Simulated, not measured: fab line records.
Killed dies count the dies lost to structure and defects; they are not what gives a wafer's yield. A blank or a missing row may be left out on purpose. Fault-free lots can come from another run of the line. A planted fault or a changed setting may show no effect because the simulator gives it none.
Matching of chambers / flow n5Finfet / N5_BEOL_M0_SAQP_STRIP_75 on rieDiel-01 has 4 sister chambers
The step strips in CF4. 16 wafers are shown with their chamber, then 8 later ones without.

## WAFERS WITH THEIR CHAMBER
wafer=L074.4; chamber=2; showerheadPlenumPTorr (Torr)=1.76; drypumpMotorCurrentA (A)=4.9; throttleValvePct (%)=13.28
wafer=L074.5; chamber=0; showerheadPlenumPTorr (Torr)=1.87; drypumpMotorCurrentA (A)=5.7; throttleValvePct (%)=13.66
wafer=L074.6; chamber=1; showerheadPlenumPTorr (Torr)=1.73; drypumpMotorCurrentA (A)=5.8; throttleValvePct (%)=13.31
wafer=L081.3; chamber=2; showerheadPlenumPTorr (Torr)=1.75; drypumpMotorCurrentA (A)=4.9; throttleValvePct (%)=13.29
wafer=L081.4; chamber=1; showerheadPlenumPTorr (Torr)=1.73; drypumpMotorCurrentA (A)=5.8; throttleValvePct (%)=13.34
wafer=L081.5; chamber=3; showerheadPlenumPTorr (Torr)=1.74; drypumpMotorCurrentA (A)=4.7; throttleValvePct (%)=13.34
wafer=L083.3; chamber=2; showerheadPlenumPTorr (Torr)=1.75; drypumpMotorCurrentA (A)=4.9; throttleValvePct (%)=13.32
wafer=L083.4; chamber=1; showerheadPlenumPTorr (Torr)=1.73; drypumpMotorCurrentA (A)=5.8; throttleValvePct (%)=13.35
wafer=L083.5; chamber=2; showerheadPlenumPTorr (Torr)=1.75; drypumpMotorCurrentA (A)=4.9; throttleValvePct (%)=13.31
wafer=L084.4; chamber=2; showerheadPlenumPTorr (Torr)=1.75; drypumpMotorCurrentA (A)=4.9; throttleValvePct (%)=13.32
wafer=L084.5; chamber=3; showerheadPlenumPTorr (Torr)=1.74; drypumpMotorCurrentA (A)=4.7; throttleValvePct (%)=13.36
wafer=L084.6; chamber=0; showerheadPlenumPTorr (Torr)=1.87; drypumpMotorCurrentA (A)=5.8; throttleValvePct (%)=13.72
wafer=L088.1; chamber=2; showerheadPlenumPTorr (Torr)=1.75; drypumpMotorCurrentA (A)=5.0; throttleValvePct (%)=13.36
wafer=L088.4; chamber=3; showerheadPlenumPTorr (Torr)=1.74; drypumpMotorCurrentA (A)=4.7; throttleValvePct (%)=13.36
wafer=L088.5; chamber=0; showerheadPlenumPTorr (Torr)=1.86; drypumpMotorCurrentA (A)=5.7; throttleValvePct (%)=13.75
wafer=L089.1; chamber=2; showerheadPlenumPTorr (Torr)=1.75; drypumpMotorCurrentA (A)=4.9; throttleValvePct (%)=13.35

SIGNATURES, as means of the wafers listed above
reading=showerheadPlenumPTorr; chamber 0=1.8667; chamber 1=1.7300; chamber 2=1.7514; chamber 3=1.7400; scatter within a chamber=0.00356
reading=drypumpMotorCurrentA; chamber 0=5.733; chamber 1=5.800; chamber 2=4.914; chamber 3=4.700; scatter within a chamber=0.0356
reading=throttleValvePct; chamber 0=13.7100; chamber 1=13.3333; chamber 2=13.3186; chamber 3=13.3533; scatter within a chamber=0.0295
Rule: a wafer lies at a distance from a chamber equal to the root of the sum of squares, over the readings, of (its reading less the chamber's mean, divided by the reading's scatter). If the next closest chamber is less than 2 further off than the closest, the wafer can't be placed; otherwise it belongs to the closest. The scatter is the square root of a quotient: the sum, over the shown wafers, of each reading's squared deviation from its chamber's mean, divided by wafers minus chambers.

## WAFERS MISSING THEIR CHAMBER
wafer=L089.3; showerheadPlenumPTorr (Torr)=1.74; drypumpMotorCurrentA (A)=4.7; throttleValvePct (%)=13.39
wafer=L089.6; showerheadPlenumPTorr (Torr)=1.72; drypumpMotorCurrentA (A)=5.7; throttleValvePct (%)=13.36
wafer=L090.3; showerheadPlenumPTorr (Torr)=1.75; drypumpMotorCurrentA (A)=5.0; throttleValvePct (%)=13.35
wafer=L090.4; showerheadPlenumPTorr (Torr)=1.86; drypumpMotorCurrentA (A)=5.7; throttleValvePct (%)=13.73
wafer=L090.6; showerheadPlenumPTorr (Torr)=1.72; drypumpMotorCurrentA (A)=5.7; throttleValvePct (%)=13.36
wafer=L093.3; showerheadPlenumPTorr (Torr)=1.74; drypumpMotorCurrentA (A)=4.7; throttleValvePct (%)=13.41
wafer=L093.4; showerheadPlenumPTorr (Torr)=1.75; drypumpMotorCurrentA (A)=5.0; throttleValvePct (%)=13.36
wafer=L093.6; showerheadPlenumPTorr (Torr)=1.72; drypumpMotorCurrentA (A)=5.8; throttleValvePct (%)=13.39

## EACH ONE'S CHAMBER
wafer=L089.3; from the rows above=3; in truth=3
wafer=L089.6; from the rows above=1; in truth=1
wafer=L090.3; from the rows above=2; in truth=2
wafer=L090.4; from the rows above=0; in truth=0
wafer=L090.6; from the rows above=1; in truth=1
wafer=L093.3; from the rows above=3; in truth=3
wafer=L093.4; from the rows above=2; in truth=2
wafer=L093.6; from the rows above=1; in truth=1
Correctly placed: 8 of 8. Left unplaced by these rows: 0. Placed wrongly: 0.
